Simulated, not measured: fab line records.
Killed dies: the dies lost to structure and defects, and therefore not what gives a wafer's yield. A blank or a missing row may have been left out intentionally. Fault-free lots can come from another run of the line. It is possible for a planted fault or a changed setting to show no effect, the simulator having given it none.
A struck lot beside a sound one    flow nand_harc    14 out of 1302 route steps
Sound: wafers L352.1, L352.2, L352.6. Wafers struck: L363.1, L363.2, L363.3. Last of all comes the cause.
Per side, at each step with rows, come the tool, then ch with its chambers, and then its first start. Under that, the readings that differ: sound wafers    struck wafers    difference of the means    sigmas: that difference in standard deviations of wafers without a fault.
alike: readings whose means differ by less than 2 such deviations, and words and numbers that are the same on both sides. not compared: withheld readings, readings that some wafer has no value for, bounds like >300 that may hide the same value, and numbers for which the record gives no deviation and whose values overlap.
A row with sigmas, a row that says differs or no value, or rows on one side alone: a step with any of these is where the two part. Numbers that have no deviation but don't overlap get no sigmas and don't part them. Lack of a reading on every wafer of one side parts them only where that side has two or more wafers.

NHARC_A_CHANNEL_HOLE_D2_ETCH_44: etches the open film in CF4/O2, target depth 140 nm, overetch 14 nm, time 77 s.
  sound on rie_diel-06 ch 1,2, day 13 11:32; struck on rie_diel-12 ch 0,1,2, day 18 02:25
  alike: drypump_motor_current_A, oes_product_au, rf_vpp_V, showerhead_plenum_p_Torr, throttle_valve_pct
  not compared: rf_hours_counter_h
NHARC_A_CHANNEL_HOLE_D2_STRIP_28: strips in O2.
  sound: rie_diel-06 ch 2,3; struck: rie_diel-12 ch 0,1,3
reading                          sound           struck          difference  sigmas
showerhead_plenum_p_Torr (Torr)  3.33 3.35 3.35  3.72 3.65 3.49  +0.28       +2
  alike: drypump_motor_current_A, oes_product_au, rf_vpp_V, throttle_valve_pct
  not compared: rf_hours_counter_h
then, 2 steps without rows for these wafers: NHARC_A_CHANNEL_HOLE_D2_PRECLEAN_29 (cleans in SC1); NHARC_A_CHANNEL_HOLE_D2_SRD_30.
NHARC_A_CHANNEL_HOLE_D2_CD_MEAS_31:
  sound on cd_sem-03, day 13 12:20; struck on cd_sem-02, day 18 03:11
  alike: cd_nm
NHARC_A_CHANNEL_HOLE_D2_XSEM_32:
  sound on xsem-02 ch 0, day 13 12:26; struck on xsem-02 ch 0, day 18 03:17
  alike: bot_cd_nm, bow_nm, tilt_deg
NHARC_A_CHANNEL_HOLE_D2_INSPECT_40:
  sound on defect_inspect-01, day 13 12:32; struck on defect_inspect-01, day 18 03:23
  alike: raw_defect_count
then, 2 steps without rows for these wafers: NHARC_A_CHANNEL_FILL_D2_PRECLEAN_00 (cleans in SC1); NHARC_A_CHANNEL_FILL_D2_SRD_01.
NHARC_A_CHANNEL_FILL_D2_ALD_02: deposits SiO2, target thk 6 nm, pulse time 10 s, ald cycles 60.
  sound on ald_hk-02 ch 0,1,3, day 13 12:52; struck on ald_hk-02 ch 0,1,2, day 18 03:34
  alike: heater_power_w, precursor_pulse_height_rel, susceptor_temp_C
then, 1 step without rows for these wafers: NHARC_A_CHANNEL_FILL_D2_ALD_03 (deposits SiNx, target thk 6 nm, pulse time 60 s, ald cycles 58).
NHARC_A_CHANNEL_FILL_D2_ALD_14: deposits SiO2, target thk 2.5 nm, pulse time 10 s, ald cycles 25.
  sound on ald_hk-03 ch 0,2, day 13 19:50; struck on ald_hk-02 ch 0,1,2, day 18 10:40
  alike: heater_power_w, precursor_pulse_height_rel, susceptor_temp_C
NHARC_A_CHANNEL_FILL_D2_ALD_15: deposits SiNx, target thk 2 nm, pulse time 60 s, ald cycles 19.
  sound on ald_sin_batch-02 ch 0, day 13 23:07; struck on ald_sin_batch-02 ch 0, day 18 13:45
reading               sound              struck             difference  sigmas
susceptor_temp_C (C)  629.4 630.1 630.0  608.9 608.5 608.8  -21.1       -62
  alike: precursor_pulse_height_rel
then, 1 step without rows for these wafers: NHARC_A_CHANNEL_FILL_D2_ALD_16 (deposits SiO2, target thk 1.5 nm, pulse time 10 s, ald cycles 15).

## WHERE THEY PART
Last at NHARC_A_CHANNEL_FILL_D2_ALD_15 as far as this record goes, first at NHARC_A_CHANNEL_HOLE_D2_STRIP_28.

WHY: the cause the simulator had injected
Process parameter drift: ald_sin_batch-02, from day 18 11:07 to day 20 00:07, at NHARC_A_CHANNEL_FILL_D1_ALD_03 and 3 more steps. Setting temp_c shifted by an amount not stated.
